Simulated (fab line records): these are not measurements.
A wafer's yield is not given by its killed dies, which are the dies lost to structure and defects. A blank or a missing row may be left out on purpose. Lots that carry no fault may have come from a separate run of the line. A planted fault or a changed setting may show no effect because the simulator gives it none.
Chamber matching -- flow n5_finfet -- N5_BEOL_M5_CVD_47 on cvd_co-01: 3 sister chambers
The step deposits Co from CCTBA/H2, target thk 3 nm, time 216 s. 6 wafers are shown with their chamber, then 6 later ones without.

== WAFERS WITH THEIR CHAMBER ==
wafer,chamber,run_length_s (s)
L159.3,0,238.7
L161.3,0,238.6
L173.3,2,238.9
L175.1,1,238.7
L175.2,2,239.3
L175.6,1,238.4

== WAFERS WITHOUT THEIR CHAMBER ==
wafer,run_length_s (s)
L174.1,238.4
L174.4,239.4
L174.6,238.8
L178.1,239.5
L178.2,238.7
L178.4,238.5

== EACH ONE'S CHAMBER ==
wafer,from the rows above,in truth
L174.1,can't be placed: 1 or 0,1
L174.4,2,2
L174.6,can't be placed: 0 or 1 or 2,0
L178.1,2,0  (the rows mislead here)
L178.2,can't be placed: 0 or 1 or 2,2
L178.4,can't be placed: 1 or 0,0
Correct placement for 1 of the 6. Not placeable from these rows: 4 (in 4, the candidates include the true chamber). 1 placed wrongly.
How it was worked out, from the rows above alone: a wafer's distance from a chamber is the root of the sum, over the readings, of the square of ((its reading less the chamber's mean) divided by the reading's scatter). The wafer belongs to the nearest chamber; if the next one is less than 2 further off, it can't be placed. Each chamber's mean is taken over the wafers shown for it. The scatter: the root of (the sum of the squares of (reading less its chamber's mean) over the shown wafers, divided by (wafers less chambers)).
